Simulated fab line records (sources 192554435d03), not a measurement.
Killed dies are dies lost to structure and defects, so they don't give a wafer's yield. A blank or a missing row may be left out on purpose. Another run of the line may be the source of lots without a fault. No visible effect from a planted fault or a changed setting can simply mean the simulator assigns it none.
Chamber matching | flow n5Finfet | N5_PMOS_HMC_CHANNEL_EPI_DESCUM_14 on rieDiel-05 has 4 sister chambers
The step chemistry O2, time 7.9 s. 18 wafers are shown with their chamber, then 9 later ones without.

== WAFERS WITH THEIR CHAMBER ==
wafer  | chamber | showerheadPlenumPTorr (Torr) | throttleValvePct (%) | oesProductAu (a.u.)
L076.1 | 2       | 2.19                         | 20.30                | 0.76
L076.2 | 1       | 2.19                         | 20.52                | 0.73
L076.3 | 0       | 2.19                         | 20.11                | 0.78
L078.1 | 0       | 2.19                         | 20.13                | 0.79
L078.3 | 2       | 2.19                         | 20.31                | 0.76
L078.4 | 1       | 2.19                         | 20.52                | 0.74
L080.2 | 0       | 2.18                         | 20.12                | 0.79
L080.3 | 1       | 2.18                         | 20.52                | 0.73
L080.4 | 2       | 2.19                         | 20.32                | 0.75
L082.1 | 2       | 2.19                         | 20.31                | 0.75
L082.3 | 3       | 2.08                         | 20.53                | 0.68
L082.4 | 0       | 2.18                         | 20.14                | 0.79
L084.3 | 0       | 2.18                         | 20.16                | 0.77
L084.5 | 1       | 2.18                         | 20.53                | 0.73
L084.6 | 0       | 2.18                         | 20.16                | 0.78
L085.1 | 0       | 2.18                         | 20.16                | 0.78
L085.2 | 3       | 2.08                         | 20.54                | 0.67
L085.6 | 0       | 2.18                         | 20.13                | 0.77

SIGNATURES, as means of the wafers listed above
reading               | chamber 0 | chamber 1 | chamber 2 | chamber 3 | scatter within a chamber
showerheadPlenumPTorr | 2.1825    | 2.1850    | 2.1900    | 2.0800    | 0.00423
throttleValvePct      | 20.1388   | 20.5225   | 20.3100   | 20.5350   | 0.0147
oesProductAu          | 0.7812    | 0.7325    | 0.7550    | 0.6750    | 0.00713
Rule: a wafer's distance from a chamber is the root of the sum, over the readings, of the square of ((its reading less the chamber's mean) divided by the reading's scatter). If the next closest chamber is less than 2 further off than the closest, the wafer can't be placed; otherwise it belongs to the closest. The scatter: take each reading less its chamber's mean, square it, sum over the shown wafers, divide by the number of wafers less the number of chambers, and take the root.

== WAFERS WHOSE CHAMBER IS MISSING ==
wafer  | showerheadPlenumPTorr (Torr) | throttleValvePct (%) | oesProductAu (a.u.)
L090.4 | 2.18                         | 20.17                | 0.77
L090.5 | 2.18                         | 20.56                | 0.72
L090.6 | 2.18                         | 20.14                | 0.76
L095.4 | 2.07                         | 20.54                | 0.66
L095.5 | 2.18                         | 20.36                | 0.74
L095.6 | 2.07                         | 20.55                | 0.66
L097.2 | 2.17                         | 20.17                | 0.76
L097.4 | 2.07                         | 20.56                | 0.66
L097.5 | 2.17                         | 20.58                | 0.71

== CHAMBER TAKEN BY EACH ==
wafer  | from the rows above | in truth
L090.4 | 0                   | 0
L090.5 | 1                   | 1
L090.6 | 0                   | 0
L095.4 | 3                   | 3
L095.5 | 2                   | 2
L095.6 | 3                   | 3
L097.2 | 0                   | 0
L097.4 | 3                   | 3
L097.5 | 1                   | 1
Placed correctly: 9 of 9. Can't be placed from these rows: 0. Wrongly placed: 0.
